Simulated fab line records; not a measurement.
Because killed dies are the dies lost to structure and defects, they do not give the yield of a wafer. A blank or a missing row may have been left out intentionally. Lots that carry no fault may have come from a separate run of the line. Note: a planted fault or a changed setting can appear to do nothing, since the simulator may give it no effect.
Chamber matching | flow nand harc | NHARC_P_M1_STRIP_18 on rie diel-07: 4 sister chambers
The step strips in N2/H2. 20 wafers are shown with their chamber, then 10 later ones without.

WAFERS PAIRED WITH THEIR CHAMBERS
wafer  | chamber | showerhead plenum p Torr (Torr) | oes product au (a.u.) | rf vpp V (V)
L081.1 | 1       | 1.93                            | 0.998                 | 91.2
L081.2 | 2       | 2.15                            | 1.015                 | 90.5
L081.3 | 3       | 2.06                            | 1.007                 | 89.7
L084.2 | 0       | 2.05                            | 0.992                 | 91.1
L084.3 | 1       | 1.93                            | 1.008                 | 90.5
L084.6 | 0       | 2.05                            | 0.987                 | 92.2
L083.3 | 3       | 2.05                            | 1.010                 | 91.0
L083.5 | 3       | 2.06                            | 1.002                 | 90.8
L083.6 | 0       | 2.05                            | 0.987                 | 89.5
L086.1 | 3       | 2.05                            | 0.997                 | 89.8
L086.2 | 1       | 1.93                            | 1.007                 | 89.8
L086.6 | 0       | 2.05                            | 0.999                 | 90.9
L087.1 | 0       | 2.04                            | 0.986                 | 89.6
L087.3 | 2       | 2.15                            | 1.040                 | 91.9
L087.4 | 3       | 2.05                            | 1.012                 | 90.5
L089.2 | 3       | 2.05                            | 0.998                 | 90.1
L089.3 | 1       | 1.93                            | 0.997                 | 90.3
L089.6 | 3       | 2.05                            | 1.007                 | 89.9
L093.1 | 1       | 1.93                            | 0.989                 | 90.0
L093.4 | 0       | 2.04                            | 1.000                 | 90.5

SIGNATURES (averages over the wafers above)
reading                  | chamber 0 | chamber 1 | chamber 2 | chamber 3 | scatter within a chamber
showerhead plenum p Torr | 2.0467    | 1.9300    | 2.1500    | 2.0529    | 0.00415
oes product au           | 0.99183   | 0.99980   | 1.02750   | 1.00471   | 0.00775
rf vpp V                 | 90.633    | 90.360    | 91.200    | 90.257    | 0.743
Rule: a wafer's distance from a chamber is the root of the sum, over the readings, of the square of ((its reading less the chamber's mean) divided by the reading's scatter). If the next closest chamber is less than 2 further off than the closest, the wafer can't be placed; otherwise it belongs to the closest. The scatter: the root of (the sum of the squares of (reading less its chamber's mean) over the shown wafers, divided by (wafers less chambers)).

WAFERS MISSING THEIR CHAMBER
wafer  | showerhead plenum p Torr (Torr) | oes product au (a.u.) | rf vpp V (V)
L093.5 | 2.04                            | 0.994                 | 89.7
L094.1 | 2.05                            | 0.984                 | 92.0
L094.3 | 1.93                            | 0.988                 | 91.0
L094.5 | 2.04                            | 1.003                 | 90.4
L095.2 | 2.15                            | 1.012                 | 92.6
L095.4 | 2.05                            | 0.994                 | 89.6
L095.5 | 2.05                            | 0.993                 | 92.0
L096.1 | 2.05                            | 0.990                 | 91.1
L096.4 | 2.15                            | 1.013                 | 90.1
L096.5 | 2.15                            | 1.004                 | 91.0

EACH ONE'S CHAMBER
wafer  | from the rows above     | in truth
L093.5 | can't be placed: 0 or 3 | 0
L094.1 | can't be placed: 0 or 3 | 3
L094.3 | 1                       | 1
L094.5 | can't be placed: 0 or 3 | 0
L095.2 | 2                       | 2
L095.4 | can't be placed: 0 or 3 | 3
L095.5 | can't be placed: 0 or 3 | 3
L096.1 | can't be placed: 0 or 3 | 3
L096.4 | 2                       | 2
L096.5 | 2                       | 2
Placed correctly: 4 of 10. From these rows, 6 cannot be placed; in 6 the true chamber is one of the candidates. Wrongly placed: 0.
